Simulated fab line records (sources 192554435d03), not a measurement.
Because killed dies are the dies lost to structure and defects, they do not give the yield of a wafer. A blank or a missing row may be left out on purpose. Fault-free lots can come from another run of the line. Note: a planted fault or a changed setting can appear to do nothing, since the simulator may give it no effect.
Split-lot study | flow n5Finfet | on a route of 1938 steps: 7 lots, 17 wafers read

== SPLIT DETAILS ==
At N5_BEOL_M2_SPUTTER_94 (material Cu, target thk 4.5 nm, time 8.29 s), the setting timeS was moved away from the recipe's 8.29 s on 3 of the 17 wafers read, by -8.6% to +14.4%. The other wafers ran this setting at the recipe's value.

The reading is taken at the split's own step.

== THE READING ==
Cu_of_BEOL_M2_SPUTTER_94.thkNm (the simulator's own value, which no gauge read), in nm, at N5_BEOL_M2_SPUTTER_94 (material Cu, target thk 4.5 nm, time 8.29 s). The file gives no usual value for it. Average 4.5 nm, standard deviation 0.099 nm, over the 14 wafers here run with the recipe.

wafer  | tool, chamber at the split | timeS as run, s | against the recipe | Cu_of_BEOL_M2_SPUTTER_94.thkNm, nm | against lot-mates on the recipe
L076.3 | pvdSputter-01, -           | 9.483           | +14.4%             | 5.2                                | +0.6
L076.4 | pvdSputter-01, -           | 9.483           | +14.4%             | 5.2                                | +0.6
L076.6 | pvdSputter-01, -           | 8.29            | recipe             | 4.6                                | -
L075.1 | pvdSputter-02, -           | 8.29            | recipe             | 4.6                                | -
L075.2 | pvdSputter-02, -           | 8.29            | recipe             | 4.6                                | -
L075.5 | pvdSputter-02, -           | 8.29            | recipe             | 4.6                                | -
L082.1 | pvdSputter-03, -           | 8.29            | recipe             | 4.6                                | -
L082.4 | pvdSputter-03, -           | 8.29            | recipe             | 4.6                                | -
L084.1 | pvdSputter-02, -           | 7.574           | -8.6%              | 4.2                                | -0.3
L084.3 | pvdSputter-02, -           | 8.29            | recipe             | 4.6                                | -
L084.4 | pvdSputter-02, -           | 8.29            | recipe             | 4.4                                | -
L086.6 | pvdSputter-02, -           | 8.29            | recipe             | 4.4                                | -
L091.4 | pvdSputter-02, -           | 8.29            | recipe             | 4.4                                | -
L091.6 | pvdSputter-02, -           | 8.29            | recipe             | 4.4                                | -
L096.1 | pvdSputter-03, -           | 8.29            | recipe             | 4.6                                | -
L096.4 | pvdSputter-03, -           | 8.29            | recipe             | 4.4                                | -
L096.5 | pvdSputter-03, -           | 8.29            | recipe             | 4.4                                | -

THE FIT
A straight line over all 17 wafers: Cu_of_BEOL_M2_SPUTTER_94.thkNm changes by +0.0456 nm for each +1% of timeS; r = +0.93; the points scatter about the line by 0.098 nm.
The same after taking each lot's own level away (the mean of its wafers on the recipe; 17 wafers): +0.0404 nm for each +1%; r = +0.97; scatter 0.057 nm.
That fit puts the effect of the largest move of timeS on the reading at 0.58 nm.
Across the lots, their own levels run from 4.40 to 4.60 nm, a range of 2.0 times the standard deviation given above.
So the slope is not independent of the lot-to-lot level: the two fits are not the same.
Check: +0.577 nm against its lot-mates is what the line predicts for one of the wafers moved furthest among these (+14.4%) when that wafer is left out of the fit. It came out at +0.6 nm against them.

== OTHER SPLITS APPLIED TO THESE WAFERS ==
Other splits were also applied to these wafers ahead of the reading. Each is held against what the fit with the lots' levels taken away leaves over:
other split on the same wafers | wafers away from the commonest value | r with Cu_of_BEOL_M2_SPUTTER_94.thkNm (lot level and that fit taken away)
N5_BEOL_M0_SAQP_PECVD_04 timeS | 3                                    | +0.04
N5_BEOL_M0_ETCH_138 sourceW    | 4                                    | +0.31
N5_BEOL_M1_COAT_22 spinRpm     | 6                                    | +0.01

== THE FILE'S OWN FIT ==
Cu_of_BEOL_M2_SPUTTER_94.thkNm changes by +0.0399 nm for each +1% of timeS, r = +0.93.
